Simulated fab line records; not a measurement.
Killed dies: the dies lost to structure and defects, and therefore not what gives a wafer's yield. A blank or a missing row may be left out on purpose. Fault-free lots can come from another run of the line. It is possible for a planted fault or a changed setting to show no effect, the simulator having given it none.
One fault through the eyes of 2 desks ; flow n5_finfet ; each desk holds nothing but its own numbers, with what lay behind them at the end

== THE DEFECT DESK ==
Per lot, the means of the sampled wafers with a number show what the inspections along the route counted. If a lot's mean is further than 4 standard deviations from the usual mean, the lot is out of limits and carries the mark OUT (the distance appears in the brackets).
Columns: A = raw_defect_count at N5_BEOL_M10_INSPECT_58, usual 71
lot;first seen here;A
L741;day 11 20:36;44
L744;day 12 02:07;73
L745;day 12 03:10;58
L748;day 13 00:59;92
L749;day 13 11:13;89
L751;day 13 18:55;71
L752;day 14 09:34;70
L762;day 16 20:15;32
L760;day 17 01:21;62
L763;day 17 18:32;61
L764;day 18 03:53;61
This desk found nothing out of limits on any of the 11 lots.

== AT THE TOOL OWNER'S DESK: litho_track-01 ==
The tool's own readings at N5_BEOL_M11_COAT_59 (time 60 s, resist thk 100 nm): means of the sampled wafers that have a number, for each lot that ran on this tool. If a lot's mean is further than 4 standard deviations from the usual mean, the lot is out of limits and carries the mark OUT (the distance appears in the brackets).
Columns: A = spin_speed_rpm at N5_BEOL_M11_COAT_59, usual 1499.8 rpm
lot;first seen here;A
L741;day 11 21:30;1501.2
L744;day 12 04:35;1499.0
L745;day 12 04:41;1499.2
L748;day 13 03:10;1456.5 (-49) OUT
L751;day 13 20:22;1457.2 (-48) OUT
L752;day 14 11:05;1457.0 (-48) OUT
L764;day 18 05:37;1499.4
This desk's verdict: out of limits on L748, L751, L752, starting with L748 at day 13 03:10 (spin_speed_rpm at N5_BEOL_M11_COAT_59). L741, L744, L745, L764 stayed within limits.

== BROUGHT TOGETHER ==
The tool owner's desk could have raised an alarm at day 13 03:10, on L748, L751, L752.
Nothing the defect desk looked at was out of limits.
The defect desk has L748, L751, L752 on record, within its limits.
The lots listed all ran N5_BEOL_M11_COAT_59 on litho_track-01.

== WHAT THE SIMULATOR PUT IN ==
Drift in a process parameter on litho_track-01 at N5_BEOL_M11_COAT_59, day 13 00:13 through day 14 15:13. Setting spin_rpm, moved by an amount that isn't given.
Lots struck among those shown: L748, L751, L752.
Hours from the fault's start to each desk's first reading out of limits: the tool owner's desk, 3.
